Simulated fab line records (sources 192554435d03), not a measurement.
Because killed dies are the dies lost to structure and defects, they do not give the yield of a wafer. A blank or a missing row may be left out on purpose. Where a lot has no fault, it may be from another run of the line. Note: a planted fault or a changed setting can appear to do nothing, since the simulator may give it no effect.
3 desks looking at one fault || flow n5-finfet || only its own numbers are on each desk; what lay behind them is given at the end

## THE TOOL OWNER'S DESK: euv-scanner-01
The tool's own readings at N5_MOL_CONTACT_COAG_EXPOSE_81 (exposes mask VG, defocus 0 nm): means of the sampled wafers that have a number, for each lot that ran on this tool. Any lot whose mean is over 4 standard deviations away from the usual mean is out of limits and marked OUT; that distance is given in the brackets.
Columns: A = exposure-dose-mJ-cm2 at N5_MOL_CONTACT_COAG_EXPOSE_81, usual 59.46
{"lot": "L514", "first seen here": "day 6 10:27", "A": 59.56}
{"lot": "L516", "first seen here": "day 7 07:54", "A": 59.54}
{"lot": "L518", "first seen here": "day 7 14:35", "A": 59.62}
{"lot": "L520", "first seen here": "day 8 06:38", "A": 59.52}
{"lot": "L529", "first seen here": "day 10 04:56", "A": "60.42 (+12) OUT"}
Finding of this desk: L529 out of limits; the first was L529 at day 10 04:56, on exposure-dose-mJ-cm2 at N5_MOL_CONTACT_COAG_EXPOSE_81. In limits: L514, L516, L518, L520.

## THE DEFECT DESK
Lot by lot, what the route's inspections counted, given as the mean of those sampled wafers with a number. Any lot whose mean is over 4 standard deviations away from the usual mean is out of limits and marked OUT; that distance is given in the brackets.
Columns: A = raw-defect-count at N5_MOL_CONTACT_COAG_INSPECT_57, usual 196
{"lot": "L510", "first seen here": "day 5 15:23", "A": 235}
{"lot": "L514", "first seen here": "day 6 10:40", "A": 214}
{"lot": "L513", "first seen here": "day 6 12:15", "A": 159}
{"lot": "L516", "first seen here": "day 7 08:08", "A": 188}
{"lot": "L518", "first seen here": "day 7 14:49", "A": 195}
{"lot": "L520", "first seen here": "day 8 06:52", "A": 174}
{"lot": "L524", "first seen here": "day 9 01:55", "A": 192}
{"lot": "L528", "first seen here": "day 10 00:55", "A": 160}
{"lot": "L529", "first seen here": "day 10 05:10", "A": 172}
This desk's verdict: no lot among the 9 shows anything out of limits.

## AT THE METROLOGY DESK
Means of the sampled wafers that have a number, per lot and without regard to the tool the lot ran on: this is what the gauges read. Any lot whose mean is over 4 standard deviations away from the usual mean is out of limits and marked OUT; that distance is given in the brackets. Of its 12 readings 7 are shown: the one that was out of limits first, and those that lie furthest out on some lot.
Columns: A = cd-nm at N5_MOL_CONTACT_COAG_CD_MEAS_84, usual 25.07 nm; B = cd-nm at N5_MOL_CONTACT_COAG_CD_MEAS_137, usual 15.92 nm; C = DIBL_N at N5_BEOL_M4_RC_MEAS_101, usual 36.5 mV/V; D = DIBL_P at N5_BEOL_M4_RC_MEAS_101, usual 36.9 mV/V; E = IOFF_N at N5_BEOL_M4_RC_MEAS_101, usual 0.163 nA/um; F = ION_P at N5_BEOL_M4_RC_MEAS_101, usual 462 uA/um; G = SS_N at N5_BEOL_M4_RC_MEAS_101, usual 71.6 mV/dec
{"lot": "L510", "first seen here": "day 5 15:17", "A": 24.97, "B": 16.03, "C": 37.5, "D": 37.0, "E": 0.173, "F": 479, "G": 71.8}
{"lot": "L514", "first seen here": "day 6 10:35", "A": 24.98, "B": 15.65, "C": 37.1, "D": 37.2, "E": 0.163, "F": 464, "G": 71.3}
{"lot": "L513", "first seen here": "day 6 12:10", "A": 24.80, "B": 15.94, "C": 38.0, "D": 39.1, "E": 0.177, "F": 461, "G": 71.8}
{"lot": "L516", "first seen here": "day 7 08:02", "A": 24.99, "B": 15.80, "C": 36.1, "D": 37.5, "E": 0.179, "F": 469, "G": 72.2}
{"lot": "L518", "first seen here": "day 7 14:44", "A": 25.10, "B": 15.89, "C": 35.8, "D": 35.5, "E": 0.149, "F": 464, "G": 71.1}
{"lot": "L520", "first seen here": "day 8 06:47", "A": 25.09, "B": 16.02, "C": 36.5, "D": 36.7, "E": 0.163, "F": 460, "G": 71.3}
{"lot": "L524", "first seen here": "day 9 01:50", "A": 25.17, "B": 15.86, "C": 36.5, "D": 37.0, "E": 0.170, "F": 461, "G": 71.3}
{"lot": "L528", "first seen here": "day 10 00:50", "A": 24.95, "B": 16.04, "C": 35.8, "D": 37.2, "E": 0.154, "F": 453, "G": 71.2}
{"lot": "L529", "first seen here": "day 10 05:05", "A": "23.34 (-7.5) OUT", "B": "14.06 (-7.2) OUT", "C": 33.6, "D": 34.1, "E": 0.125, "F": 472, "G": 70.4}
Finding of this desk: L529 out of limits; the first was L529 at day 10 05:05, on cd-nm at N5_MOL_CONTACT_COAG_CD_MEAS_84. In limits: L510, L514, L513, L516, L518, L520, L524, L528.

## BROUGHT TOGETHER
The tool owner's desk had the chance to raise an alarm at day 10 04:56 on L529.
Metrology desk: alarm possible at day 10 05:05 on L529.
The defect desk saw nothing out of limits.
The defect desk has L529 on record, within its limits.
The lots listed all ran N5_MOL_CONTACT_COAG_EXPOSE_81 on euv-scanner-01.

## WHAT THE SIMULATOR HAD INSERTED
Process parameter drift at N5_MOL_CONTACT_COAG_EXPOSE_81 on euv-scanner-01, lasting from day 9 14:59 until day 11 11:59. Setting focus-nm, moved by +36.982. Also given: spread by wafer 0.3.
Shown lots that were struck: L529.
Counting hours from when the fault started, the first reading out of limits came at 14 for the tool owner's desk and at 14 for the metrology desk.
